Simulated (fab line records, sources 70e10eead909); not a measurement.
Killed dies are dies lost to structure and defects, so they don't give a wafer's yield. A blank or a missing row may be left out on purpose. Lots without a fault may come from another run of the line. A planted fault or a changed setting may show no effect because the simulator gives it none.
Which tool did it? | flow nand_harc | 22 lots, 66 wafers sampled, at 6 steps of a route of 1302

WHAT THE GAUGES READ, wafer by wafer
The record holds no reading of a measuring or inspecting step that can be judged against a usual standard deviation.

WHICH TOOL RAN EACH LOT (tool, then ch and the chambers of the sampled wafers, then the start)
lot  | NHARC_A_STAIRCASE_DESCUM_186       | NHARC_A_STAIRCASE_TRIM_187         | NHARC_A_STAIRCASE_ETCH_192                  | NHARC_A_STAIRCASE_TRIM_198                  | NHARC_A_STAIRCASE_ETCH_227                    | NHARC_A_STAIRCASE_TRIM_231
L074 | rie_diel-11 ch 1,2, day 15 21:43   | rie_diel-11 ch 0,3, day 15 21:49   | rie_diel-11 ch 0,2,3, no start              | rie_diel-10 ch 2,3, no start                | rie_diel-13 ch 0,1, no start                  | rie_diel-11 ch 0,1,2, no start
L075 | rie_diel-10 ch 0,1, day 16 12:34   | rie_diel-10 ch 2,3, day 16 12:38   | rie_diel-10 ch 0,1,3, no start              | rie_diel-13 ch 0,1,3, no start              | rie_diel-13 ch 0,1,3, no start                | rie_diel-13 ch 0,1, no start
L076 | rie_diel-10 ch 1,2,3, day 16 12:52 | rie_diel-10 ch 1,2,3, day 16 13:00 | rie_diel-10 ch 0,2,3, no start              | rie_diel-13 ch 0,1,2, no start              | rie_diel-11 ch 1,2,3, no start                | rie_diel-11 ch 0,1,2, no start
L077 | rie_diel-11 ch 1,2,3, day 16 14:17 | rie_diel-11 ch 1,2, day 16 14:22   | rie_diel-11 ch 0,1,2, no start              | rie_diel-11 ch 2,3, no start                | rie_diel-10 ch 0,1,2, no start                | rie_diel-13 ch 1,2, no start
L078 | rie_diel-11 ch 0,1,3, day 17 22:12 | rie_diel-11 ch 1,2,3, day 17 22:16 | rie_diel-11 ch 1,3, no start                | rie_diel-10 ch 0,2,3, no start              | rie_diel-13 ch 0,2,3, no start                | rie_diel-11 ch 0,1,3, no start
L079 | rie_diel-11 ch 1,2,3, day 17 23:32 | rie_diel-11 ch 0,1,3, day 17 23:38 | rie_diel-11 ch 0,1,3, no start              | rie_diel-10 ch 1,2, no start                | rie_diel-13 ch 2,3, no start                  | rie_diel-13 ch 0,1, no start
L080 | rie_diel-13 ch 1,2, day 18 15:36   | rie_diel-13 ch 1,2, day 18 15:41   | rie_diel-13 ch 0,2,3, no start              | rie_diel-13 ch 2,3, no start                | rie_diel-11 ch 0,1,3, no start                | rie_diel-11 ch 1,2,3, no start
L081 | rie_diel-10 ch 1,2,3, day 19 05:17 | rie_diel-10 ch 1,2,3, day 19 05:23 | rie_diel-10 ch 1,2, no start                | rie_diel-13 ch 1,2,3, no start              | rie_diel-13 ch 0,1,3, no start                | rie_diel-13 ch 0,1,2, no start
L083 | rie_diel-10 ch 2,3, day 19 13:31   | rie_diel-10 ch 1,2, day 19 13:38   | rie_diel-10 ch 1,3, no start                | rie_diel-11 ch 0,1,3, no start              | rie_diel-10 ch 1,2,3, no start                | rie_diel-11 ch 2,3, no start
L082 | rie_diel-11 ch 1,2, day 19 16:34   | rie_diel-11 ch 0,2, day 19 16:40   | rie_diel-11 ch 0,3, no start                | rie_diel-11 ch 0,1,2, no start              | rie_diel-10 ch 2,3, no start                  | rie_diel-13 ch 0,3, no start
L084 | rie_diel-11 ch 0,3, day 20 02:32   | rie_diel-11 ch 1,3, day 20 02:38   | rie_diel-11 ch 0,2, no start                | rie_diel-13 ch 0,2, no start                | rie_diel-13 ch 1,2,3, no start                | rie_diel-10 ch 1,2,3, no start
L086 | rie_diel-10 ch 0,2,3, day 20 08:07 | rie_diel-10 ch 0,1, day 20 08:15   | rie_diel-10 ch 0,1,2, no start              | rie_diel-10 ch 0,1, no start                | rie_diel-13 ch 0,2,3, no start                | rie_diel-10 ch 0,2,3, no start
L085 | rie_diel-11 ch 1,2,3, day 20 19:45 | rie_diel-11 ch 0,1,2, day 20 19:50 | rie_diel-11 ch 0,1,3, no start              | rie_diel-10 ch 0,1,2, no start              | rie_diel-11 ch 0,3, no start                  | rie_diel-11 ch 0,2,3, no start
L087 | rie_diel-13 ch 0,2, day 22 00:07   | rie_diel-13 ch 2,3, day 22 00:22   | rie_diel-13 ch 0,3, no start                | rie_diel-10 ch 0,2,3, no start              | rie_diel-13 ch 1,3, no start                  | rie_diel-11 ch 1,2,3, no start
L090 | rie_diel-11 ch 2,3, day 22 19:39   | rie_diel-11 ch 0,2,3, day 22 19:44 | rie_diel-11 ch 2,3, day 23 06:27 or earlier | rie_diel-10 ch 1,2, day 23 06:27 or earlier | rie_diel-10 ch 0,1,3, day 23 06:27 or earlier | rie_diel-13 ch 0,3, day 23 06:27
L091 | rie_diel-11 ch 0,3, day 22 19:59   | rie_diel-11 ch 2,3, day 22 20:10   | rie_diel-11 ch 2,3, no start                | rie_diel-10 ch 1,2, no start                | rie_diel-10 ch 0,1,2, no start                | rie_diel-11 ch 1,2,3, no start
L093 | rie_diel-10 ch 1,3, day 23 09:45   | rie_diel-10 ch 0,2,3, day 23 09:50 | rie_diel-10 ch 0,1,3, no start              | rie_diel-11 ch 2,3, no start                | rie_diel-13 ch 1,2, no start                  | rie_diel-13 ch 1,2,3, no start
L092 | rie_diel-13 ch 0,3, day 23 10:11   | rie_diel-13 ch 0,2, day 23 10:19   | rie_diel-13 ch 0,2, no start                | rie_diel-13 ch 0,2,3, no start              | rie_diel-13 ch 0,2,3, no start                | rie_diel-11 ch 0,1,3, no start
L094 | rie_diel-11 ch 0,1,2, day 24 19:23 | rie_diel-11 ch 0,2,3, day 24 19:29 | rie_diel-11 ch 1,2,3, no start              | rie_diel-11 ch 1,2,3, no start              | rie_diel-13 ch 0,1,2, no start                | rie_diel-13 ch 0,1,2, no start
L095 | rie_diel-13 ch 0,2,3, day 24 19:49 | rie_diel-13 ch 1,3, day 24 19:55   | rie_diel-13 ch 1,3, no start                | rie_diel-13 ch 0,1, no start                | rie_diel-10 ch 1,2,3, no start                | rie_diel-10 ch 1,3, no start
L097 | rie_diel-13 ch 1,2, day 25 15:10   | rie_diel-13 ch 0,1, day 25 15:16   | rie_diel-13 ch 0,2,3, no start              | rie_diel-11 ch 0,2,3, no start              | rie_diel-10 ch 1,3, no start                  | rie_diel-11 ch 0,3, no start
L096 | rie_diel-13 ch 1,3, day 25 20:44   | rie_diel-13 ch 1,2, day 25 20:49   | rie_diel-13 ch 0,1,3, no start              | rie_diel-13 ch 0,2, no start                | rie_diel-11 ch 1,2,3, no start                | rie_diel-11 ch 0,2,3, no start
- NHARC_A_STAIRCASE_DESCUM_186: chemistry O2, time 3 s.
- NHARC_A_STAIRCASE_TRIM_187: chemistry O2, time 211.2 s.
- NHARC_A_STAIRCASE_ETCH_192: etches the open film in C4F8/O2, target depth 100 nm, time 40.5 s.
- NHARC_A_STAIRCASE_TRIM_198: chemistry O2, time 211.2 s.
- NHARC_A_STAIRCASE_ETCH_227: etches the open film in C4F8/O2, target depth 100 nm, time 40.5 s.
- NHARC_A_STAIRCASE_TRIM_231: chemistry O2, time 211.2 s.

WHAT THE TOOLS THEMSELVES READ (means of the sampled wafers that have a number; where no wafer has one, the mark that the record gives instead)
NHARC_A_STAIRCASE_DESCUM_186.
lot  | tool        | drypump_motor_current_A (A) | oes_product_au (a.u.) | rf_vpp_V (V) | showerhead_plenum_p_Torr (Torr) | throttle_valve_pct (%)
L074 | rie_diel-11 | 5.80                        | 1.000                 | 57.9         | 1.89                            | 11.304
L075 | rie_diel-10 | 5.55                        | 1.007                 | 57.4         | 1.91                            | 11.300
L076 | rie_diel-10 | 5.62                        | 1.000                 | 57.4         | 1.84                            | 11.311
L077 | rie_diel-11 | 5.78                        | 0.994                 | 56.9         | 1.89                            | 11.311
L078 | rie_diel-11 | 5.85                        | 1.002                 | 56.8         | 1.86                            | 11.311
L079 | rie_diel-11 | 5.76                        | 0.992                 | 57.9         | 1.89                            | 11.321
L080 | rie_diel-13 | 6.01                        | 0.994                 | 56.6         | 1.78                            | 11.313
L081 | rie_diel-10 | 5.62                        | 1.002                 | 58.2         | 1.94                            | 11.308
L083 | rie_diel-10 | 5.56                        | 1.013                 | 58.6         | 2.00                            | 11.311
L082 | rie_diel-11 | 5.76                        | 0.996                 | 58.0         | 1.88                            | 11.304
L084 | rie_diel-11 | 6.02                        | 0.996                 | 57.6         | 1.94                            | 11.301
L086 | rie_diel-10 | 5.63                        | 0.999                 | 58.6         | 1.93                            | 11.321
L085 | rie_diel-11 | 5.76                        | 0.999                 | 57.6         | 1.89                            | 11.312
L087 | rie_diel-13 | 6.04                        | 0.994                 | 57.0         | 1.80                            | 11.309
L090 | rie_diel-11 | 5.92                        | 0.985                 | 58.5         | 1.85                            | 11.319
L091 | rie_diel-11 | 5.99                        | 0.990                 | 58.9         | 1.94                            | 11.309
L093 | rie_diel-10 | 5.86                        | 1.004                 | 57.3         | 1.85                            | 11.313
L092 | rie_diel-13 | 5.52                        | 0.989                 | 57.8         | 1.84                            | 11.311
L094 | rie_diel-11 | 5.87                        | 0.998                 | 58.4         | 1.94                            | 11.314
L095 | rie_diel-13 | 5.80                        | 1.010                 | 58.3         | 1.92                            | 11.305
L097 | rie_diel-13 | 6.01                        | 1.000                 | 57.8         | 1.97                            | 11.301
L096 | rie_diel-13 | 5.59                        | 0.989                 | 57.5         | 1.79                            | 11.308

NHARC_A_STAIRCASE_TRIM_187.
lot  | tool        | drypump_motor_current_A (A) | oes_product_au (a.u.) | rf_vpp_V (V) | showerhead_plenum_p_Torr (Torr) | throttle_valve_pct (%)
L074 | rie_diel-11 | 6.10                        | 0.989                 | 57.2         | 3.36                            | 17.036
L075 | rie_diel-10 | 5.81                        | 1.012                 | 56.8         | 3.36                            | 17.039
L076 | rie_diel-10 | 5.63                        | 0.997                 | 58.0         | 3.40                            | 17.027
L077 | rie_diel-11 | 5.78                        | 0.995                 | 57.3         | 3.48                            | 17.038
L078 | rie_diel-11 | 5.78                        | 0.988                 | 58.4         | 3.49                            | 17.028
L079 | rie_diel-11 | 5.87                        | 0.996                 | 56.9         | 3.45                            | 17.036
L080 | rie_diel-13 | 6.01                        | 0.996                 | 57.1         | 3.30                            | 17.040
L081 | rie_diel-10 | 5.63                        | 1.003                 | 58.2         | 3.58                            | 17.043
L083 | rie_diel-10 | 5.47                        | 1.002                 | 58.6         | 3.62                            | 17.036
L082 | rie_diel-11 | 6.14                        | 0.998                 | 58.2         | 3.68                            | 17.038
L084 | rie_diel-11 | 5.77                        | 0.994                 | 57.5         | 3.50                            | 17.045
L086 | rie_diel-10 | 5.57                        | 0.999                 | 57.1         | 3.52                            | 17.033
L085 | rie_diel-11 | 5.91                        | 0.993                 | 57.5         | 3.60                            | 17.037
L087 | rie_diel-13 | 5.69                        | 1.003                 | 57.2         | 3.34                            | 17.039
L090 | rie_diel-11 | 6.01                        | 0.987                 | 57.6         | 3.55                            | 17.033
L091 | rie_diel-11 | 5.93                        | 0.992                 | 57.1         | 3.44                            | 17.027
L093 | rie_diel-10 | 5.67                        | 1.011                 | 57.5         | 3.55                            | 17.044
L092 | rie_diel-13 | 5.89                        | 1.007                 | 57.4         | 3.57                            | 17.035
L094 | rie_diel-11 | 6.03                        | 1.000                 | 57.2         | 3.54                            | 17.025
L095 | rie_diel-13 | 5.59                        | 0.981                 | 57.2         | 3.33                            | 17.039
L097 | rie_diel-13 | 5.68                        | 0.990                 | 57.3         | 3.35                            | 17.039
L096 | rie_diel-13 | 5.84                        | 0.995                 | 56.6         | 3.47                            | 17.032

NHARC_A_STAIRCASE_ETCH_192.
lot  | tool        | oes_product_au (a.u.) | rf_vpp_V (V)
L074 | rie_diel-11 | 0.934                 | 892
L075 | rie_diel-10 | 0.945                 | 894
L076 | rie_diel-10 | 0.944                 | 891
L077 | rie_diel-11 | 0.935                 | 892
L078 | rie_diel-11 | 0.934                 | 896
L079 | rie_diel-11 | 0.936                 | 892
L080 | rie_diel-13 | 0.922                 | 891
L081 | rie_diel-10 | 0.949                 | 903
L083 | rie_diel-10 | 0.938                 | 893
L082 | rie_diel-11 | 0.938                 | 902
L084 | rie_diel-11 | 0.942                 | 902
L086 | rie_diel-10 | 0.940                 | 898
L085 | rie_diel-11 | 0.937                 | 899
L087 | rie_diel-13 | 0.936                 | 891
L090 | rie_diel-11 | 0.920                 | 892
L091 | rie_diel-11 | 0.921                 | 893
L093 | rie_diel-10 | 0.945                 | 893
L092 | rie_diel-13 | 0.948                 | 898
L094 | rie_diel-11 | 0.933                 | 894
L095 | rie_diel-13 | 0.924                 | 888
L097 | rie_diel-13 | 0.943                 | 897
L096 | rie_diel-13 | 0.934                 | 889

NHARC_A_STAIRCASE_TRIM_198.
lot  | tool        | drypump_motor_current_A (A) | oes_product_au (a.u.) | rf_vpp_V (V) | showerhead_plenum_p_Torr (Torr) | throttle_valve_pct (%)
L074 | rie_diel-10 | 5.79                        | 1.005                 | 57.4         | 3.36                            | 17.024
L075 | rie_diel-13 | 5.61                        | 0.992                 | 57.3         | 3.41                            | 17.046
L076 | rie_diel-13 | 5.87                        | 1.000                 | 57.6         | 3.37                            | 17.043
L077 | rie_diel-11 | 5.92                        | 1.001                 | 58.2         | 3.46                            | 17.039
L078 | rie_diel-10 | 5.65                        | 1.014                 | 57.6         | 3.38                            | 17.034
L079 | rie_diel-10 | 5.38                        | 1.004                 | 57.5         | 3.35                            | 17.037
L080 | rie_diel-13 | 5.70                        | 0.994                 | 56.3         | 3.36                            | 17.030
L081 | rie_diel-13 | 5.76                        | 0.990                 | 57.2         | 3.34                            | 17.037
L083 | rie_diel-11 | 5.86                        | 0.994                 | 58.2         | 3.62                            | 17.034
L082 | rie_diel-11 | 5.88                        | 1.002                 | 58.4         | 3.60                            | 17.033
L084 | rie_diel-13 | 6.03                        | 0.991                 | 58.5         | 3.34                            | 17.035
L086 | rie_diel-10 | 5.58                        | 1.006                 | 58.4         | 3.50                            | 17.035
L085 | rie_diel-10 | 5.48                        | 1.003                 | 58.7         | 3.60                            | 17.039
L087 | rie_diel-10 | 5.66                        | 1.001                 | 57.9         | 3.55                            | 17.038
L090 | rie_diel-10 | 5.36                        | 1.004                 | 58.2         | 3.70                            | 17.035
L091 | rie_diel-10 | 5.47                        | 1.001                 | 57.8         | 3.61                            | 17.032
L093 | rie_diel-11 | 5.93                        | 1.002                 | 57.1         | 3.42                            | 17.043
L092 | rie_diel-13 | 5.79                        | 1.003                 | 58.3         | 3.55                            | 17.029
L094 | rie_diel-11 | 5.78                        | 0.982                 | 58.6         | 3.47                            | 17.037
L095 | rie_diel-13 | 5.67                        | 0.997                 | 56.2         | 3.36                            | 17.035
L097 | rie_diel-11 | 6.03                        | 0.992                 | 57.1         | 3.54                            | 17.031
L096 | rie_diel-13 | 5.89                        | 1.007                 | 57.4         | 3.56                            | 17.034

NHARC_A_STAIRCASE_ETCH_227.
lot  | tool        | oes_product_au (a.u.) | rf_vpp_V (V)
L074 | rie_diel-13 | 0.940                 | 892
L075 | rie_diel-13 | 0.938                 | 892
L076 | rie_diel-11 | 0.943                 | 896
L077 | rie_diel-10 | 0.944                 | 892
L078 | rie_diel-13 | 0.942                 | 891
L079 | rie_diel-13 | 0.944                 | 888
L080 | rie_diel-11 | 0.932                 | 893
L081 | rie_diel-13 | 0.936                 | 891
L083 | rie_diel-10 | 0.932                 | 897
L082 | rie_diel-10 | 0.946                 | 901
L084 | rie_diel-13 | 0.943                 | 889
L086 | rie_diel-13 | 0.942                 | 890
L085 | rie_diel-11 | 0.940                 | 898
L087 | rie_diel-13 | 0.926                 | 888
L090 | rie_diel-10 | 0.943                 | 893
L091 | rie_diel-10 | 0.940                 | 898
L093 | rie_diel-13 | 0.932                 | 893
L092 | rie_diel-13 | 0.947                 | 897
L094 | rie_diel-13 | 0.940                 | 895
L095 | rie_diel-10 | 0.931                 | 896
L097 | rie_diel-10 | 0.954                 | 894
L096 | rie_diel-11 | 0.930                 | 893

NHARC_A_STAIRCASE_TRIM_231.
lot  | tool        | drypump_motor_current_A (A) | oes_product_au (a.u.) | rf_vpp_V (V) | showerhead_plenum_p_Torr (Torr) | throttle_valve_pct (%)
L074 | rie_diel-11 | 5.87                        | 0.988                 | 57.7         | 3.43                            | 17.033
L075 | rie_diel-13 | 5.71                        | 1.001                 | 57.8         | 3.44                            | 17.036
L076 | rie_diel-11 | 5.89                        | 0.989                 | 58.6         | 3.43                            | 17.034
L077 | rie_diel-13 | 6.01                        | 0.994                 | 57.8         | 3.31                            | 17.026
L078 | rie_diel-11 | 5.89                        | 0.996                 | 58.1         | 3.45                            | 17.037
L079 | rie_diel-13 | 5.68                        | 1.002                 | 56.9         | 3.38                            | 17.039
L080 | rie_diel-11 | 5.78                        | 1.000                 | 58.0         | 3.49                            | 17.036
L081 | rie_diel-13 | 5.86                        | 0.998                 | 57.8         | 3.36                            | 17.028
L083 | rie_diel-11 | 5.90                        | 0.993                 | 57.9         | 3.45                            | 17.035
L082 | rie_diel-13 | 5.54                        | 0.992                 | 57.1         | 3.42                            | 17.030
L084 | rie_diel-10 | 5.63                        | 1.006                 | 58.4         | 3.57                            | 17.034
L086 | rie_diel-10 | 5.65                        | 1.011                 | 58.0         | 3.56                            | 17.026
L085 | rie_diel-11 | 6.01                        | 0.990                 | 57.4         | 3.56                            | 17.037
L087 | rie_diel-11 | 5.77                        | 0.997                 | 58.1         | 3.47                            | 17.034
L090 | rie_diel-13 | 5.63                        | 1.004                 | 57.5         | 3.43                            | 17.038
L091 | rie_diel-11 | 5.76                        | 1.000                 | 56.9         | 3.47                            | 17.028
L093 | rie_diel-13 | 5.75                        | 0.995                 | 58.3         | 3.50                            | 17.028
L092 | rie_diel-11 | 5.87                        | 0.996                 | 57.7         | 3.60                            | 17.038
L094 | rie_diel-13 | 5.85                        | 1.003                 | 56.9         | 3.52                            | 17.033
L095 | rie_diel-10 | 5.68                        | 1.014                 | 57.6         | 3.46                            | 17.031
L097 | rie_diel-11 | 6.02                        | 0.994                 | 58.1         | 3.55                            | 17.031
L096 | rie_diel-11 | 6.02                        | 0.994                 | 58.0         | 3.54                            | 17.030

THE ANSWER, worked out from the rows above alone
Rule: what is usual is taken from the lots themselves. Put in order of their means at a reading, lots are off if they are a third of the lots or fewer, leave a main group of 4 or more, and stand apart from it by a gap of 3 or more times the standard deviation of the main group's means; of several such gaps the widest counts. A main group whose means are all the same, to the digits that the tables above print for the reading, isn't used. A lot without any number at a reading at which 4 lots or more have one is off too. The other lots that the step has rows for count as sound. The gauges are gone through in route order, then the tools' own readings, and for those a lot's mean is taken as printed above. The first step at which some lot is off is used, and at that step the reading that is off furthest; a lot without a number counts as furthest.
No lot is off at any reading shown: from this, nothing can be told.

WHAT THE SIMULATOR HAD PUT IN
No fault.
